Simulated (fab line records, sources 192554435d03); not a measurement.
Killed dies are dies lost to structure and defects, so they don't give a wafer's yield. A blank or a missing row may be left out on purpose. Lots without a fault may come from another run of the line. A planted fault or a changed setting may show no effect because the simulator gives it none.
fab line records | flow n5_finfet
record lots=7 wafers=39
route steps=1938 shown BEOL_M12@1649 BEOL_M14@1770 MIM_BOT_ETCH@1866
start_h: hours from the record's first day to the start of the lot's first wafer shown | wait_h: hours since the lot's step before | " the same as in the row above | L1.1+2: a row that stands for several wafers | - no value, or no start given | * or withheld: withheld | < > ~ a bound
route shown NAME@n: a module of which the file shows steps, and the number in the route of the first | usual: mean/standard deviation of fault-free wafers | same: alike in all rows | chamber/n: place in a boat | sites: the reading at each site | _std_site: their standard deviation | _edge_site: outer sites' mean less inner sites' | radius_mm: how far each site lies from the wafer's centre | mask NAME#n: copy n | behind: the tool/chamber that last shaped the wafer | hold: why the lot was held/for how many hours/how that ended | device: the transistor (n, p or np) that didn't switch | end of line: the same wafers' tests at the end of the route | a step without rows: its recipe alone | killed: dies lost to structure and defects at the first sort, not the wafer's yield | map: a wafer's dies, x killed, . not, _ none there
set.NAME: the setting as run; set.NAME@STEP: as run at that earlier step | model.NAME: the simulator's own value behind a step, which no gauge read
lots whose settings were changed on purpose; a table a step, a row a wafer
## steps
# step N5_BEOL_M12_SPUTTER_44
# recipe material=Ta target_thk_a=100 temp_c=50 bias_v=80 power_w=15000 chamber_pressure_pa=0.07 time_s=16.13
# columns lot.wafer tool chamber start_h wait_h set.time_s model.Ta_of_BEOL_M12_SPUTTER_44.thk_nm
L076.1+5 pvd_sputter-01 - 241.27 0.0 16.13 9.8
L076.2 " - " " 23.49 14.4
L076.3+4 " - " " 23.49 14.6
L076.6 " - " " 16.13 10
L077.1+3+6 pvd_sputter-01 - 248.28 0.0 16.13 9.8
L077.2+4+5 " - " " 16.13 10
L078.2 pvd_sputter-03 - 256.19 0.0 16.13 10.2
L078.3+5 " - " " 16.13 10.4
L089.1+5 pvd_sputter-03 - 321.92 0.0 16.13 10.6
L089.2+3+6 " - " " 16.13 10.2
L089.4 " - " " 16.13 10.4
L088.1+4+6 pvd_sputter-01 - 322.75 0.0 16.13 10
L088.2 " - " " 10.68 6.8
L088.3+5 " - " " 10.68 6.6
L092.1+4 pvd_sputter-03 - 339.97 0.0 16.13 10
L092.2+6 " - " " 16.13 10.4
L092.3+5 " - " " 16.13 10.2
L095.1+5 pvd_sputter-01 - 359.27 0.0 11.69 7.4
L095.2+4 " - " " 16.13 10
L095.3 " - " " 16.13 9.8
L095.6 " - " " 11.69 7.2
# step N5_BEOL_M12_SPUTTER_45
# recipe material=Cu target_thk_a=800 temp_c=-20 bias_v=60 power_w=26000 chamber_pressure_pa=0.13 time_s=13.33
# step N5_BEOL_M12_ECD_47
# recipe material=Cu target_thk_a=7200
# step N5_BEOL_M12_ANNEAL_48
# recipe temp_c=225 time_s=90 ambient=N2
# step N5_BEOL_M12_CMP_49
# recipe stop_on=SiOC t_overpolish_s=20.6 down_force_psi=1 platen_rpm=50 clearing_platen_down_force_psi=1.5 clearing_platen_rpm=50 post_cmp_clean=cu_alkaline target_thk_nm=320 clearing_platen_pad_velocity_m_s=0.99484 pad_velocity_m_s=0.99484
# usual barrier_field_endpoint_s=30.1/0.94
# columns lot.wafer tool chamber start_h wait_h set.time_s@BEOL_M12_SPUTTER_44 barrier_field_endpoint_s
L076.1 cmp-03 1 241.93 0.3 16.13 30.0
L076.4 " 2 " " 23.49 36.0
L076.3 " 3 " " 23.49 34.8
L076.2 " 0 " " 23.49 36.5
L076.5 " 1 " " 16.13 29.0
L076.6 " 2 " " 16.13 29.6
L077.4 cmp-03 2 249.57 0.1 16.13 30.0
L077.2 " 3 " " 16.13 29.1
L077.3 " 0 " " 16.13 31.1
L077.1 " 1 " " 16.13 29.4
L077.5 " 2 " " 16.13 29.6
L077.6 " 3 " " 16.13 29.2
L078.3 cmp-01 3 257.61 0.2 16.13 29.1
L078.2 " 2 " " 16.13 30.0
L078.5 " 0 " " 16.13 30.9
L089.3 cmp-02 2 322.58 0.2 16.13 30.5
L089.4 " 3 " " 16.13 30.3
L089.2 " 0 " " 16.13 29.6
L089.1 " 1 " " 16.13 31.4
L089.5 " 2 " " 16.13 30.7
L089.6 " 3 " " 16.13 30.5
L088.4 cmp-02 0 323.41 0.1 16.13 31.8
L088.2 " 1 " " 10.68 27.7
L088.3 " 2 " " 10.68 26.8
L088.1 " 3 " " 16.13 32.0
L088.5 " 0 " " 10.68 26.5
L088.6 " 1 " " 16.13 31.3
L092.4 cmp-01 0 341.21 0.1 16.13 30.1
L092.1 " 1 " " 16.13 29.1
L092.3 " 2 " " 16.13 29.6
L092.2 " 3 " " 16.13 28.8
L092.5 " 0 " " 16.13 30.3
L092.6 " 1 " " 16.13 29.8
L095.2 cmp-01 1 359.91 0.2 16.13 30.7
L095.3 " 2 " " 16.13 30.1
L095.4 " 3 " " 16.13 29.1
L095.1 " 0 " " 11.69 28.5
L095.6 " 1 " " 11.69 27.0
L095.5 " 2 " " 11.69 27.2
# step N5_BEOL_M14_DEP_53
# recipe material=SiCN target_thk_a=500 temp_c=withheld precursor=3MS/NH3 pressure_torr=3 rf_w=675 time_s=17.8
# columns lot.wafer tool chamber start_h wait_h set.time_s model.SiCN_of_BEOL_M14_DEP_53.thk_nm
L076.1 pecvd-03 1 252.01 0.0 22.98 63.2
L076.2 " 0 " " 17.8 49.4
L076.3 " 2 " " 22.98 63.6
L076.4 " 1 " " 17.8 50.2
L076.5 " 0 " " 17.8 50.6
L076.6 " 2 " " 22.98 65
L077.1 pecvd-04 1 263.47 0.0 17.8 49.8
L077.2+3 " 2,0 " " 17.8 49.4
L077.4 " 0 " " 17.8 50
L077.5 " 1 " " 17.8 50.4
L077.6 " 2 " " 17.8 50.2
L078.2+3 pecvd-03 1,0 275.71 0.0 17.8 50.2
L078.5 " 2 " " 17.8 50
L088.1 pecvd-01 0 341.03 0.0 17.8 51
L088.2+3 " 2,1 " " 13.84 40.2
L088.4 " 0 " " 13.84 40.6
L088.5 " 2 " " 17.8 51.4
L088.6 " 1 " " 17.8 51.8
L089.1 pecvd-03 2 341.30 0.0 27.07 75.8
L089.2 " 1 " " 17.8 50.8
L089.3 " 0 " " 27.07 75.6
L089.4 " 2 " " 17.8 51
L089.5 " 1 " " 17.8 51.8
L089.6 " 0 " " 27.07 76.4
L092.1 pecvd-01 1 351.38 0.0 17.8 50.2
L092.2 " 0 " " 17.8 50.6
L092.3 " 2 " " 17.8 50.8
L092.4 " 1 " " 17.8 51.4
L092.5+6 " 0,2 " " 17.8 51
L095.1 pecvd-04 0 372.37 0.0 17.8 48.8
L095.2 " 2 " " 17.8 49
L095.3 " 1 " " 23.1 64
L095.4 " 2 " " 23.1 64.4
L095.5 " 0 " " 23.1 63.8
L095.6 " 1 " " 17.8 50.4
# step N5_MIM_BOT_ETCH_ETCH_04
# recipe chemistry=CF4/O2 target=SiNx target_depth_a=260 time_s=13 ion_energy_ev=100 pressure_mtorr=40 source_w=535 bias_w=49 Ar_flow_sccm=100 cf4_flow_sccm=100 O2_flow_sccm=10
# columns lot.wafer tool chamber start_h wait_h set.time_s model.etch.depth_nm model.MIM_BOT_ETCH.cd_offset_nm
L076.1 rie_diel-04 0 262.86 0.0 13 25.35 0
L076.2 " 1 " " 13 25.84 -0.2
L076.3 " 2 " " 15.03 32.13 -0.2
L076.4 " 3 " " 13 26.88 0
L076.5 " 2 " " 15.03 32.16 0
L076.6 " 3 " " 15.03 30.95 -0.2
L077.1 rie_diel-01 2 276.45 0.0 13 25.57 0.2
L077.2 " 0 " " 13 26.2 0
L077.3 " 1 " " 13 25.38 0
L077.4 " 3 " " 13 25.92 0.2
L077.5 " 3 " " 13 25.78 0.2
L077.6 " 0 " " 13 25.92 0
L078.2 rie_diel-03 2 287.48 0.0 13 26.68 0
L078.3 " 1 " " 13 27.48 0
L078.5 " 2 " " 13 26.77 0
L088.1 rie_diel-03 1 350.39 0.0 16 33.51 -0.2
L088.2 " 3 " " 13 25.71 0
L088.3 " 2 " " 16 32.74 -0.2
L088.4 " 0 " " 13 25.73 0
L088.5 " 1 " " 13 27.02 0.2
L088.6 " 2 " " 16 32.57 -0.2
L089.1 rie_diel-01 1 354.25 0.0 13 26.84 -0.2
L089.2 " 0 " " 13 25.97 0
L089.3 " 2 " " 13 25.88 0.2
L089.4 " 3 " " 13 26.56 0
L089.5 " 2 " " 13 25.89 0
L089.6 " 1 " " 13 26.67 0
L092.1 rie_diel-04 0 362.98 0.0 13 25.48 0
L092.2 " 3 " " 5.212 10.76 0.8
L092.3 " 2 " " 13 27.87 0
L092.4 " 1 " " 13 25.88 -0.2
L092.5 " 3 " " 5.212 10.82 0.8
L092.6 " 0 " " 5.212 10.15 0.6
L095.1 rie_diel-04 2 383.40 0.0 13 27.44 0
L095.2 " 1 " " 13 25.83 -0.2
L095.3 " 3 " " 19.54 40.12 -0.8
L095.4 " 0 " " 19.54 38.4 -0.6
L095.5 " 3 " " 13 26.68 -0.2
L095.6 " 2 " " 19.54 41.14 -0.6
## key
split step=N5_BEOL_M12_SPUTTER_44 setting=time_s stated=16.13 by=wafer
response step=N5_BEOL_M12_SPUTTER_44 reading=model.Ta_of_BEOL_M12_SPUTTER_44.thk_nm change=+0.0997 per=1% r=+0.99
response step=N5_BEOL_M12_CMP_49 reading=barrier_field_endpoint_s change=+0.127 per=1% r=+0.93
split step=N5_BEOL_M14_DEP_53 setting=time_s stated=17.8 by=wafer
response step=N5_BEOL_M14_DEP_53 reading=model.SiCN_of_BEOL_M14_DEP_53.thk_nm change=+0.481 per=1% r=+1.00
split step=N5_MIM_BOT_ETCH_ETCH_04 setting=time_s stated=13 by=wafer
response step=N5_MIM_BOT_ETCH_ETCH_04 reading=model.etch.depth_nm change=+0.27 per=1% r=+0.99
response step=N5_MIM_BOT_ETCH_ETCH_04 reading=model.MIM_BOT_ETCH.cd_offset_nm change=-0.0119 per=1% r=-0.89
